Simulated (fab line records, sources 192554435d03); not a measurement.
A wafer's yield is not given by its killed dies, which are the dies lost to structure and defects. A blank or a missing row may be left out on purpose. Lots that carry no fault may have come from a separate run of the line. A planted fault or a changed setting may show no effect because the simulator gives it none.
Lot-split experiment :: flow n5_finfet :: 21 wafers read from 7 lots, route of 1938 steps

## ABOUT THE SPLIT
At N5_BEOL_M1_COAT_68 (time 60 s, resist thk 12 nm), the setting spin_rpm was moved away from the recipe's 1500 rpm on 5 of the 21 wafers read, by -6.1% to +10.3%. The other wafers ran this setting at the recipe's value.

## FROM THE SPLIT TO THE READING: what the file shows between them, 5 steps
- N5_BEOL_M1_DESCUM_33: chemistry O2, time 7 s (also split here: time_s)
- N5_BEOL_M1_ETCH_77: etches underlayer in N2/H2, target depth 6.5 nm, time 5.2 s
- N5_BEOL_M1_ETCH_69: etches SiARC in CF4, target depth 15.6 nm, time 26 s
- N5_BEOL_M1_ALD_98: deposits SiO2, target thk 2.5 nm, pulse time 1 s, co reactant pulse time 1 s
- N5_BEOL_M1_ETCHBACK_99: etches SiO2 in CHF3, target depth 5 nm, time 10.4 s

## THE READING
SiARC_of_BEOL_M1_COAT_68.thk_nm (the simulator's own value, which no gauge read), in nm, at N5_BEOL_M1_ETCH_70 (etches SOC in N2/H2, target depth 80 nm, overetch 16 nm, time 120 s). There is no usual value for it anywhere in the file. Here, 16 wafers ran the recipe; their average is 6.4 nm with a standard deviation of 0.11 nm.

wafer: L075.1
tool, chamber at the split: litho_track-04, 0
spin_rpm as run, rpm: 1500
against the recipe: recipe
SiARC_of_BEOL_M1_COAT_68.thk_nm, nm: 6.4
against lot-mates on the recipe: -

wafer: L075.4
tool, chamber at the split: litho_track-04, 0
spin_rpm as run, rpm: 1500
against the recipe: recipe
SiARC_of_BEOL_M1_COAT_68.thk_nm, nm: 6.6
against lot-mates on the recipe: -

wafer: L075.5
tool, chamber at the split: litho_track-04, 0
spin_rpm as run, rpm: 1654
against the recipe: +10.3%
SiARC_of_BEOL_M1_COAT_68.thk_nm, nm: 5.8
against lot-mates on the recipe: -0.7

wafer: L077.2
tool, chamber at the split: litho_track-05, 0
spin_rpm as run, rpm: 1549
against the recipe: +3.3%
SiARC_of_BEOL_M1_COAT_68.thk_nm, nm: 6.2
against lot-mates on the recipe: no lot-mate on the recipe

wafer: L077.3
tool, chamber at the split: litho_track-05, 0
spin_rpm as run, rpm: 1549
against the recipe: +3.3%
SiARC_of_BEOL_M1_COAT_68.thk_nm, nm: 6.2
against lot-mates on the recipe: no lot-mate on the recipe

wafer: L077.5
tool, chamber at the split: litho_track-05, 0
spin_rpm as run, rpm: 1549
against the recipe: +3.3%
SiARC_of_BEOL_M1_COAT_68.thk_nm, nm: 6.2
against lot-mates on the recipe: no lot-mate on the recipe

wafer: L078.2
tool, chamber at the split: litho_track-05, 0
spin_rpm as run, rpm: 1500
against the recipe: recipe
SiARC_of_BEOL_M1_COAT_68.thk_nm, nm: 6.2
against lot-mates on the recipe: -

wafer: L078.4
tool, chamber at the split: litho_track-05, 0
spin_rpm as run, rpm: 1500
against the recipe: recipe
SiARC_of_BEOL_M1_COAT_68.thk_nm, nm: 6.4
against lot-mates on the recipe: -

wafer: L078.5
tool, chamber at the split: litho_track-05, 0
spin_rpm as run, rpm: 1500
against the recipe: recipe
SiARC_of_BEOL_M1_COAT_68.thk_nm, nm: 6.4
against lot-mates on the recipe: -

wafer: L083.2
tool, chamber at the split: litho_track-05, 0
spin_rpm as run, rpm: 1409
against the recipe: -6.1%
SiARC_of_BEOL_M1_COAT_68.thk_nm, nm: 6.6
against lot-mates on the recipe: +0.2

wafer: L083.4
tool, chamber at the split: litho_track-05, 0
spin_rpm as run, rpm: 1500
against the recipe: recipe
SiARC_of_BEOL_M1_COAT_68.thk_nm, nm: 6.4
against lot-mates on the recipe: -

wafer: L083.6
tool, chamber at the split: litho_track-05, 0
spin_rpm as run, rpm: 1500
against the recipe: recipe
SiARC_of_BEOL_M1_COAT_68.thk_nm, nm: 6.4
against lot-mates on the recipe: -

wafer: L088.1
tool, chamber at the split: litho_track-04, 0
spin_rpm as run, rpm: 1500
against the recipe: recipe
SiARC_of_BEOL_M1_COAT_68.thk_nm, nm: 6.6
against lot-mates on the recipe: -

wafer: L088.4
tool, chamber at the split: litho_track-04, 0
spin_rpm as run, rpm: 1500
against the recipe: recipe
SiARC_of_BEOL_M1_COAT_68.thk_nm, nm: 6.4
against lot-mates on the recipe: -

wafer: L088.5
tool, chamber at the split: litho_track-04, 0
spin_rpm as run, rpm: 1500
against the recipe: recipe
SiARC_of_BEOL_M1_COAT_68.thk_nm, nm: 6.4
against lot-mates on the recipe: -

wafer: L090.3
tool, chamber at the split: litho_track-05, 0
spin_rpm as run, rpm: 1500
against the recipe: recipe
SiARC_of_BEOL_M1_COAT_68.thk_nm, nm: 6.2
against lot-mates on the recipe: -

wafer: L090.5
tool, chamber at the split: litho_track-05, 0
spin_rpm as run, rpm: 1500
against the recipe: recipe
SiARC_of_BEOL_M1_COAT_68.thk_nm, nm: 6.2
against lot-mates on the recipe: -

wafer: L090.6
tool, chamber at the split: litho_track-05, 0
spin_rpm as run, rpm: 1500
against the recipe: recipe
SiARC_of_BEOL_M1_COAT_68.thk_nm, nm: 6.4
against lot-mates on the recipe: -

wafer: L092.1
tool, chamber at the split: litho_track-01, 0
spin_rpm as run, rpm: 1500
against the recipe: recipe
SiARC_of_BEOL_M1_COAT_68.thk_nm, nm: 6.4
against lot-mates on the recipe: -

wafer: L092.2
tool, chamber at the split: litho_track-01, 0
spin_rpm as run, rpm: 1500
against the recipe: recipe
SiARC_of_BEOL_M1_COAT_68.thk_nm, nm: 6.4
against lot-mates on the recipe: -

wafer: L092.5
tool, chamber at the split: litho_track-01, 0
spin_rpm as run, rpm: 1500
against the recipe: recipe
SiARC_of_BEOL_M1_COAT_68.thk_nm, nm: 6.4
against lot-mates on the recipe: -

THE FIT
A straight line over all 21 wafers: SiARC_of_BEOL_M1_COAT_68.thk_nm changes by -0.0518 nm for each +1% of spin_rpm; r = -0.82; the points scatter about the line by 0.11 nm.
The same after taking each lot's own level away (the mean of its wafers on the recipe; 18 wafers): -0.0587 nm for each +1%; r = -0.89; scatter 0.09 nm.
That fit puts the effect of the largest move of spin_rpm on the reading at 0.6 nm.
From 6.27 to 6.50 nm: that is the span of the lots' own levels, equal to 2.1 times the standard deviation above.
Hence the slope depends on the lot-to-lot level, as the two fits are not the same.
Check: for one of the wafers moved furthest among these (+10.3%), held out of the fit, the line's prediction against its lot-mates is -0.338 nm. It came out at -0.7 nm against them.

## OTHER SPLITS APPLIED TO THESE WAFERS
Before the reading, these wafers also passed through other splits. Each is held against what the fit with the lots' levels taken away leaves over:
other split on the same wafers: N5_BEOL_M0_SAQP_COAT_105 spin_rpm
wafers away from the commonest value: 10
r with SiARC_of_BEOL_M1_COAT_68.thk_nm (lot level and that fit taken away): -0.18

other split on the same wafers: N5_BEOL_M0_SPUTTER_116 time_s
wafers away from the commonest value: 12
r with SiARC_of_BEOL_M1_COAT_68.thk_nm (lot level and that fit taken away): -0.21

other split on the same wafers: N5_BEOL_M1_DESCUM_33 time_s
wafers away from the commonest value: 5
r with SiARC_of_BEOL_M1_COAT_68.thk_nm (lot level and that fit taken away): +0.28

## THE WHOLE CHAIN: every reading that the file lists as answering this split, in the file's order
step: N5_BEOL_M1_COAT_68
what it does: time 60 s, resist thk 12 nm
reading: SiARC_of_BEOL_M1_COAT_68.thk_nm (the simulator's own value, which no gauge read)
change (the file's fit): -0.0604 nm for each +1% of the setting
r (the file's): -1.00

step: N5_BEOL_M1_ETCH_69
what it does: etches SiARC in CF4, target depth 15.6 nm, time 26 s
reading: etch.depth_nm (the simulator's own value, which no gauge read)
change (the file's fit): -0.061 nm for each +1% of the setting
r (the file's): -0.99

step: N5_BEOL_M1_ETCH_70
what it does: etches SOC in N2/H2, target depth 80 nm, overetch 16 nm, time 120 s
reading: SiARC_of_BEOL_M1_COAT_68.thk_nm (the simulator's own value, which no gauge read)
change (the file's fit): -0.0591 nm for each +1% of the setting
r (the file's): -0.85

## FILE'S OWN FIT
SiARC_of_BEOL_M1_COAT_68.thk_nm changes by -0.0591 nm for each +1% of spin_rpm, r = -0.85.
